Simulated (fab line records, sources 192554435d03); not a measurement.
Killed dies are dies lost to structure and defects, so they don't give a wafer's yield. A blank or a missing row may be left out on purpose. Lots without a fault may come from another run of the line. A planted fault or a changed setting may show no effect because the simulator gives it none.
One fault seen from 2 desks | flow n5_finfet | each desk has only its own numbers; what lay behind them comes last

THE TOOL OWNER'S DESK: rie_diel-06
The tool's own readings at N5_BEOL_M10_TRENCH_ETCH_37 (etches SiCOH lowk in C4F6/O2, target depth 148.83 nm, time 48 s): means of the sampled wafers that have a number, for each lot that ran on this tool. A lot is out of limits, marked OUT, if its mean lies more than 4 standard deviations from the usual mean; the brackets give that distance. Of its 8 readings 7 are shown: the one that was out of limits first, and those that lie furthest out on some lot.
Columns: A = oes_f_703_au at N5_BEOL_M10_TRENCH_ETCH_37, usual 0.81 a.u.; B = oes_o_777_au at N5_BEOL_M10_TRENCH_ETCH_37, usual 0.81 a.u.; C = oes_product_au at N5_BEOL_M10_TRENCH_ETCH_37, usual 0.81 a.u.; D = rf_fwd_power_W at N5_BEOL_M10_TRENCH_ETCH_37, usual 341.5 W; E = rf_vpp_V at N5_BEOL_M10_TRENCH_ETCH_37, usual 663 V; F = showerhead_plenum_p_Torr at N5_BEOL_M10_TRENCH_ETCH_37, usual 2.84 Torr; G = throttle_valve_pct at N5_BEOL_M10_TRENCH_ETCH_37, usual 20.92 %
lot  | first seen here | A    | B    | C    | D               | E             | F    | G
L579 | day 11 23:55    | 0.87 | 0.87 | 0.85 | 342.9           | 664           | 2.97 | 21.07
L583 | day 13 09:05    | 0.81 | 0.81 | 0.80 | 341.4           | 664           | 2.90 | 21.11
L587 | day 14 18:41    | 0.58 | 0.61 | 0.74 | 260.2 (-51) OUT | 763 (+19) OUT | 2.98 | 21.13
L588 | day 14 22:59    | 0.64 | 0.67 | 0.84 | 258.2 (-52) OUT | 765 (+19) OUT | 2.87 | 20.97
This desk's finding: out of limits on L587, L588; first on L587, day 14 18:41 (rf_fwd_power_W at N5_BEOL_M10_TRENCH_ETCH_37). In limits: L579, L583.

THE METROLOGY DESK
What the gauges read, lot by lot, whatever tool the lot ran on: means of the sampled wafers that have a number. A lot is out of limits, marked OUT, if its mean lies more than 4 standard deviations from the usual mean; the brackets give that distance.
Columns: A = trench_depth_nm at N5_BEOL_M10_OCD_MEAS_38, usual 149.1 nm; B = cd_nm at N5_BEOL_M10_CD_MEAS_35, usual 70.1 nm; C = M10_THK at N5_BEOL_M10_THK_MEAS_53, usual 138.8 nm; D = M10_RS at N5_BEOL_M10_RS_MEAS_57, usual 0.1507 ohm/sq
lot  | first seen here | A               | B    | C                | D
L570 | day 10 03:14    | 148.5           | 70.4 | 137.9            | 0.1513
L579 | day 12 00:05    | 147.8           | 70.5 | 138.0            | 0.1520
L583 | day 13 09:16    | 147.8           | 70.8 | 139.8            | 0.1503
L589 | day 14 09:32    | 149.2           | 70.6 | 138.9            | 0.1494
L587 | day 14 18:52    | 133.5 (-10) OUT | 69.2 | 122.6 (-8.5) OUT | 0.1710 (+9.2) OUT
L590 | day 14 23:05    | 150.2           | 70.3 | 138.2            | 0.1496
L588 | day 14 23:10    | 133.8 (-10) OUT | 70.0 | 122.5 (-8.6) OUT | 0.1726 (+9.9) OUT
L593 | day 16 10:32    | 151.5           | 70.0 | 139.9            | 0.1480
This desk's finding: out of limits on L587, L588; first on L587, day 14 18:52 (trench_depth_nm at N5_BEOL_M10_OCD_MEAS_38). In limits: L570, L579, L583, L589, L590, L593.

PUT TOGETHER
The tool owner's desk could have raised an alarm at day 14 18:41, on L587, L588.
The metrology desk could have raised an alarm at day 14 18:52, on L587, L588.
Of the lots named, all ran N5_BEOL_M10_TRENCH_ETCH_37 on rie_diel-06.

WHAT THE SIMULATOR HAD PUT IN
Process parameter drift: rie_diel-06, from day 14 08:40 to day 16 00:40, at N5_BEOL_M10_TRENCH_ETCH_37. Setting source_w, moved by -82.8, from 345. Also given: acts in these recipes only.
Lots struck among those shown: L587, L588.
Hours from the fault's start to each desk's first reading out of limits: the tool owner's desk, 10; the metrology desk, 10.
